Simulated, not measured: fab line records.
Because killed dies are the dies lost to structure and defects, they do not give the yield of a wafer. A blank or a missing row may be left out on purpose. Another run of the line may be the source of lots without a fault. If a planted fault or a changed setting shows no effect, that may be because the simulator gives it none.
A struck lot beside a sound one    flow n5-finfet    37 steps out of a route of 1938
Sound: the wafers L486.2, L486.3, L486.6. Wafers L499.1, L499.2, L499.6 were the ones struck. The cause is given at the end.
For every step that has rows: the tool of each side, followed by ch and its chambers, followed by its first start. Under that, the readings that differ: sound wafers    struck wafers    difference of the means    sigmas: that difference in standard deviations of wafers without a fault.
alike: words and numbers the same on both sides, and readings whose means are apart by under 2 such deviations; not compared: readings that were withheld, readings missing a value for some wafer, numbers with overlapping values and no deviation given by the record, and bounds like >300 which may hide the same value.
Wherever a step has rows on one side only, a row that says differs or no value, or a row with sigmas, the two part there. Numbers that have no deviation but don't overlap get no sigmas and don't part them. A reading that every wafer of one side lacks parts them only if that side has two wafers or more.

first, 9 steps without rows for these wafers: N5_PASSIVATION_HMDS_03 (time 60 s); N5_PASSIVATION_COAT_04; N5_PASSIVATION_EBR_06; N5_PASSIVATION_SOFTBAKE_05 (time 90 s); N5_PASSIVATION_EXPOSE_07 (exposes mask TV, defocus 0 nm, target cd 3000 nm); N5_PASSIVATION_PEB_08; N5_PASSIVATION_DEVELOP_09 (develop time 60 s); N5_PASSIVATION_HARDBAKE_11 (time 120 s); N5_PASSIVATION_DESCUM_12 (chemistry O2, time 7.9 s).
N5_PASSIVATION_PASS_ETCH_74: etches SiNx in CF4/O2, target depth 220 nm, time 110 s.
  sound on rie-diel-06 ch 0,2, day 14 18:39; struck on rie-diel-06 ch 0,1,3, day 18 03:41
  alike: drypump-motor-current-A, oes-product-au, rf-vpp-V, showerhead-plenum-p-Torr, throttle-valve-pct
  not compared: rf-hours-counter-h
then, 26 steps without rows for these wafers: N5_PASSIVATION_VIA_ETCH_13 (etches SiO2 in CHF3/O2, target depth 660 nm, time 330 s); N5_PASSIVATION_STRIP_14 (strips in O2); N5_PASSIVATION_ETCH_15 (etches SiCN in CF4/N2, target depth 75 nm, time 81.2 s); N5_PASSIVATION_STRIP_73 (strips in post etch residue remover, time 60 s); N5_PASSIVATION_SRD_17 (time 30 s, dry time 30 s); N5_PASSIVATION_DEGAS_18 (time 60 s); N5_PASSIVATION_PRE_CLEAN_19; N5_PASSIVATION_SPUTTER_20 (material TaN, target thk 50 nm); N5_PASSIVATION_AL_DEP_21 (deposits Al, target thk 2800 nm, time 170 s); N5_PASSIVATION_HMDS_23 (time 60 s); N5_PASSIVATION_COAT_24; N5_PASSIVATION_EBR_26; N5_PASSIVATION_SOFTBAKE_25 (time 90 s); N5_PASSIVATION_EXPOSE_27 (exposes mask PAD, defocus 0 nm); N5_PASSIVATION_PEB_28; N5_PASSIVATION_DEVELOP_29 (develop time 60 s); N5_PASSIVATION_HARDBAKE_31 (time 120 s); N5_PASSIVATION_DESCUM_32 (chemistry O2, time 7.9 s); N5_PASSIVATION_AL_ETCH_33 (etches Al in Cl2/BCl3, stops on TaN, target depth 2800 nm, time 466.7 s); N5_PASSIVATION_ETCH_59 (etches TaN in Cl2/BCl3, target depth 65 nm, time 34.9 s); N5_PASSIVATION_STRIP_34 (strips in O2); N5_PASSIVATION_STRIP_51 (strips in post etch residue remover, time 1200 s); N5_PASSIVATION_CLEAN_69 (cleans in IPA, time 180 s); N5_PASSIVATION_SRD_70 (time 30 s); N5_PASSIVATION_PECVD_53 (deposits SiO2 from TEOS/O2, target thk 800 nm, time 169.4 s); N5_PASSIVATION_PECVD_35 (deposits SiNx from SiH4/NH3/N2, target thk 700 nm, time 151.3 s).
N5_PASSIVATION_PROBE_49:
  the record has rows for the struck wafers here (prober-01, day 18 10:26) and none for the sound ones

WHERE THEY PART
At N5_PASSIVATION_PROBE_49 and nowhere else, as far as this record goes.

WHY: whatever the simulator had introduced
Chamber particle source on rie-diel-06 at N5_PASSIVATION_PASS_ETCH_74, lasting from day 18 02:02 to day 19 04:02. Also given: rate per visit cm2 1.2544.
